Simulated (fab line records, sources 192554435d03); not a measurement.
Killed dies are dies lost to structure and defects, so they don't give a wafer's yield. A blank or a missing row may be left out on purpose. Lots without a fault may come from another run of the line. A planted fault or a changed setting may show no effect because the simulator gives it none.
Which tool did it? | flow n5_finfet | 9 lots, 25 wafers sampled, at 5 steps of a route of 1938

WHAT THE GAUGES READ, wafer by wafer
The record holds no reading of a measuring or inspecting step that can be judged against a usual standard deviation.

WHICH TOOL RAN EACH LOT (tool, then ch and the chambers of the sampled wafers, then the start)
lot  | N5_BEOL_M6_DESCUM_16               | N5_BEOL_M6_STRIP_67                | N5_BEOL_M6_VIA_ETCH_34             | N5_BEOL_M6_TRENCH_ETCH_37                     | N5_PASSIVATION_PROBE_49
L368 | rie_diel-01 ch 0,1, day 8 13:24    | rie_diel-01 ch 0,1, day 8 13:38    | rie_diel-06 ch 0,3, day 8 14:35    | rie_diel-06 ch 0,3, day 12 00:10 or earlier   | prober-02, day 12 00:10
L370 | rie_diel-01 ch 0,2,3, day 9 04:33  | rie_diel-01 ch 0,2,3, day 9 04:47  | rie_diel-02 ch 0,1,3, day 9 05:41  | rie_diel-02 ch 0,1,3, day 12 07:49 or earlier | prober-01, day 12 07:49
L371 | rie_diel-02 ch 0,2,3, day 9 23:36  | rie_diel-02 ch 0,2,3, day 9 23:50  | rie_diel-02 ch 0,1,2, day 10 02:41 | rie_diel-02 ch 0,1,2, day 13 10:09 or earlier | prober-01, day 13 10:09
L377 | rie_diel-02 ch 0,1,3, day 11 09:55 | rie_diel-02 ch 0,1,3, day 11 10:10 | rie_diel-02 ch 0,3, day 11 11:23   | rie_diel-02 ch 0,3, day 14 22:58 or earlier   | prober-01, day 14 22:58
L383 | rie_diel-06 ch 0,2, day 13 09:47   | rie_diel-06 ch 0,2, day 13 10:01   | rie_diel-02 ch 0,2, day 13 12:46   | rie_diel-02 ch 0,2, day 17 11:46 or earlier   | prober-02, day 17 11:46
L385 | rie_diel-02 ch 0, day 13 12:59     | rie_diel-02 ch 0, day 13 13:13     | rie_diel-02 ch 1, day 13 18:36     | rie_diel-02 ch 1, day 17 01:09 or earlier     | prober-01, day 17 01:09
L390 | rie_diel-06 ch 0,1,3, day 13 20:54 | rie_diel-06 ch 0,1,3, day 13 21:08 | rie_diel-06 ch 0,2,3, day 13 22:53 | rie_diel-06 ch 0,2,3, day 17 14:58 or earlier | prober-01, day 17 14:58
L389 | rie_diel-02 ch 0,3, day 14 16:32   | rie_diel-02 ch 0,3, day 14 16:46   | rie_diel-01 ch 0,1,3, day 14 17:49 | rie_diel-01 ch 0,1,3, day 18 08:58 or earlier | prober-02, day 18 08:58
L391 | rie_diel-06 ch 0,1,3, day 15 07:25 | rie_diel-06 ch 0,1,3, day 15 07:40 | rie_diel-01 ch 0,1,2, day 15 10:16 | rie_diel-01 ch 0,1,2, day 19 02:07 or earlier | prober-02, day 19 02:07
- N5_BEOL_M6_DESCUM_16: chemistry O2, time 7.9 s.
- N5_BEOL_M6_STRIP_67: strips in CF4.
- N5_BEOL_M6_VIA_ETCH_34: etches SiCOH lowk in C4F6/O2, target depth 126.3 nm, time 50.9 s.
- N5_BEOL_M6_TRENCH_ETCH_37: etches SiCOH lowk in C4F6/O2, target depth 94.435 nm, time 31.5 s.
- N5_PASSIVATION_PROBE_49

WHAT THE TOOLS THEMSELVES READ (means of the sampled wafers that have a number; where no wafer has one, the mark that the record gives instead)
N5_BEOL_M6_DESCUM_16.
lot  | tool        | chamber_pressure_mTorr (mTorr) | drypump_motor_current_A (A) | oes_product_au (a.u.) | rf_vpp_V (V) | showerhead_plenum_p_Torr (Torr) | throttle_valve_pct (%)
L368 | rie_diel-01 | 19.991                         | 5.9                         | 0.76                  | 243.9        | 2.12                            | 20.28
L370 | rie_diel-01 | 19.994                         | 5.2                         | 0.71                  | 243.2        | 2.09                            | 20.34
L371 | rie_diel-02 | 20.005                         | 5.5                         | 0.77                  | 244.2        | 2.16                            | 20.56
L377 | rie_diel-02 | 19.998                         | 5.6                         | 0.76                  | 244.6        | 2.16                            | 20.58
L383 | rie_diel-06 | 20.019                         | 5.1                         | 0.71                  | 243.8        | 2.16                            | 20.43
L385 | rie_diel-02 | 20.005                         | 5.2                         | 0.83                  | 244.8        | 2.21                            | 20.48
L390 | rie_diel-06 | 19.990                         | 5.4                         | 0.76                  | 243.4        | 2.12                            | 20.53
L389 | rie_diel-02 | 20.015                         | 5.4                         | 0.79                  | 244.1        | 2.17                            | 20.53
L391 | rie_diel-06 | 20.018                         | 5.5                         | 0.85                  | 243.6        | 2.11                            | 20.44

N5_BEOL_M6_STRIP_67.
lot  | tool        | chamber_pressure_mTorr (mTorr) | drypump_motor_current_A (A) | oes_product_au (a.u.) | rf_vpp_V (V) | showerhead_plenum_p_Torr (Torr) | throttle_valve_pct (%)
L368 | rie_diel-01 | 50.01                          | 5.9                         | 0.75                  | 271.1        | 1.82                            | 13.52
L370 | rie_diel-01 | 50.00                          | 5.2                         | 0.71                  | 270.9        | 1.80                            | 13.62
L371 | rie_diel-02 | 49.94                          | 5.5                         | 0.77                  | 272.3        | 1.85                            | 13.73
L377 | rie_diel-02 | 50.00                          | 5.6                         | 0.76                  | 272.5        | 1.85                            | 13.76
L383 | rie_diel-06 | 50.03                          | 5.1                         | 0.71                  | 271.4        | 1.85                            | 13.65
L385 | rie_diel-02 | 50.02                          | 5.2                         | 0.84                  | 272.9        | 1.90                            | 13.66
L390 | rie_diel-06 | 49.99                          | 5.5                         | 0.75                  | 271.0        | 1.82                            | 13.71
L389 | rie_diel-02 | 50.05                          | 5.4                         | 0.78                  | 272.2        | 1.86                            | 13.73
L391 | rie_diel-06 | 50.04                          | 5.5                         | 0.84                  | 271.6        | 1.81                            | 13.56

N5_BEOL_M6_VIA_ETCH_34.
lot  | tool        | O2_flow_sccm (sccm) | chamber_pressure_mTorr (mTorr) | drypump_motor_current_A (A) | oes_product_au (a.u.) | rf_vpp_V (V) | run_length_s (s) | showerhead_plenum_p_Torr (Torr) | throttle_valve_pct (%)
L368 | rie_diel-06 | 10.00               | 30.022                         | 5.5                         | 0.90                  | 656          | 74.3             | 2.86                            | 21.01
L370 | rie_diel-02 | 10.01               | 29.993                         | 5.6                         | 0.77                  | 665          | 74.3             | 2.92                            | 20.95
L371 | rie_diel-02 | 10.00               | 30.011                         | 5.4                         | 0.76                  | 669          | 74.3             | 2.95                            | 20.98
L377 | rie_diel-02 | 9.99                | 29.966                         | 5.7                         | 0.77                  | 659          | 74.5             | 2.88                            | 20.96
L383 | rie_diel-02 | 10.03               | 30.003                         | 5.3                         | 0.91                  | 668          | 82.3             | 2.96                            | 20.78
L385 | rie_diel-02 | 9.98                | 29.971                         | 5.7                         | 0.67                  | 674          | 90.3             | 2.92                            | 21.12
L390 | rie_diel-06 | 10.01               | 30.004                         | 5.3                         | 0.77                  | 665          | 74.0             | 2.90                            | 21.03
L389 | rie_diel-01 | 9.99                | 29.972                         | 5.7                         | 0.86                  | 651          | 74.2             | 2.86                            | 20.63
L391 | rie_diel-01 | 9.99                | 29.995                         | 5.5                         | 0.77                  | 654          | 74.1             | 2.86                            | 20.81

N5_BEOL_M6_TRENCH_ETCH_37.
lot  | tool        | O2_flow_sccm (sccm) | chamber_pressure_mTorr (mTorr) | drypump_motor_current_A (A) | oes_product_au (a.u.) | rf_vpp_V (V) | run_length_s (s) | showerhead_plenum_p_Torr (Torr) | throttle_valve_pct (%)
L368 | rie_diel-06 | 9.984               | 29.99                          | 5.5                         | 0.89                  | 656          | 54.9             | 2.86                            | 21.05
L370 | rie_diel-02 | 10.003              | 30.01                          | 5.6                         | 0.77                  | 665          | 54.7             | 2.92                            | 20.99
L371 | rie_diel-02 | 9.972               | 29.99                          | 5.4                         | 0.75                  | 670          | 54.7             | 2.95                            | 21.00
L377 | rie_diel-02 | 9.978               | 30.02                          | 5.6                         | 0.76                  | 659          | 55.1             | 2.88                            | 20.99
L383 | rie_diel-02 | 9.991               | 29.98                          | 5.3                         | 0.91                  | 667          | 55.1             | 2.96                            | 20.81
L385 | rie_diel-02 | 10.012              | 29.97                          | 5.6                         | 0.67                  | 674          | 54.8             | 2.92                            | 21.16
L390 | rie_diel-06 | 10.008              | 30.02                          | 5.3                         | 0.76                  | 665          | 54.6             | 2.90                            | 21.06
L389 | rie_diel-01 | 10.013              | 29.98                          | 5.7                         | 0.85                  | 651          | 54.8             | 2.86                            | 20.66
L391 | rie_diel-01 | 10.004              | 29.99                          | 5.5                         | 0.78                  | 653          | 54.9             | 2.86                            | 20.86

N5_PASSIVATION_PROBE_49.
lot  | tool      | defect_limited_yield (%) | killed_at_M0_to_M3 | killed_at_M4_up | killed_at_contacts | killed_at_front_end | killed_at_other | killed_dies | killed_open | killed_short | sort_bin_5_function (%) | sort_bin_6_memory (%) | sort_n_pass | sort_yield_pct (%)
L368 | prober-02 | 92.2                     | 24                 | 15              | 12                 | 39                  | 2.7             | 92          | 60          | 29           | 4.7                     | 2.9                   | 1088        | 92.2
L370 | prober-01 | 90.0                     | 30                 | 13              | 14                 | 58                  | 3.3             | 118         | 79          | 34           | 5.9                     | 3.6                   | 1062        | 90.0
L371 | prober-01 | 90.1                     | 35                 | 16              | 14                 | 49                  | 3.0             | 117         | 73          | 39           | 5.9                     | 3.7                   | 1063        | 90.1
L377 | prober-01 | 90.8                     | 43                 | 14              | 9                  | 36                  | 5.7             | 109         | 65          | 39           | 5.0                     | 3.9                   | 1071        | 90.8
L383 | prober-02 | 93.9                     | 24                 | 13              | 10                 | 24                  | 1.5             | 72          | 48          | 19           | 3.7                     | 2.0                   | 1108        | 93.9
L385 | prober-01 | 90.0                     | 52                 | 12              | 18                 | 30                  | 5.0             | 118         | 75          | 40           | 5.9                     | 3.5                   | 1062        | 90.0
L390 | prober-01 | 91.7                     | 28                 | 11              | 11                 | 40                  | 8.3             | 98          | 64          | 32           | 5.0                     | 2.9                   | 1082        | 91.7
L389 | prober-02 | 90.1                     | 48                 | 11              | 16                 | 39                  | 2.0             | 117         | 76          | 38           | 6.3                     | 3.3                   | 1063        | 90.1
L391 | prober-02 | 91.5                     | 37                 | 17              | 10                 | 30                  | 6.0             | 100         | 70          | 28           | 5.4                     | 2.8                   | 1080        | 91.5

THE ANSWER, worked out from the rows above alone
Rule: what is usual is taken from the lots themselves. Put in order of their means at a reading, lots are off if they are a third of the lots or fewer, leave a main group of 4 or more, and stand apart from it by a gap of 3 or more times the standard deviation of the main group's means; of several such gaps the widest counts. A main group whose means are all the same, to the digits that the tables above print for the reading, isn't used. A lot without any number at a reading at which 4 lots or more have one is off too. The other lots that the step has rows for count as sound. The gauges are gone through in route order, then the tools' own readings, and for those a lot's mean is taken as printed above. The first step at which some lot is off is used, and at that step the reading that is off furthest; a lot without a number counts as furthest.
Off: L383, L385, at N5_BEOL_M6_VIA_ETCH_34 (run_length_s). The main group: mean 74.2 s, standard deviation 0.15.
A tool fits if, at that step or a process step before it, it ran every lot that is off, and no sound lot after the first of them. One fits: rie_diel-02 at N5_BEOL_M6_VIA_ETCH_34. Its last sound lot is L377 (day 11 11:23), its first lot that is off L383 (day 13 12:46): a fault that began between those two fits.
The tool's own readings at N5_BEOL_M6_VIA_ETCH_34 bear it out: on the lots that are off they differ by more than 5 times the standard deviation of the sound lots' means. run_length_s reads 86.3 s there against 74.2 s on the sound lots.

WHAT THE SIMULATOR HAD PUT IN
Process parameter drift: rie_diel-02, from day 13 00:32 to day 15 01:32, at N5_BEOL_M6_VIA_ETCH_34. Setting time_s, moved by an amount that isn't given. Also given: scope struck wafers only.
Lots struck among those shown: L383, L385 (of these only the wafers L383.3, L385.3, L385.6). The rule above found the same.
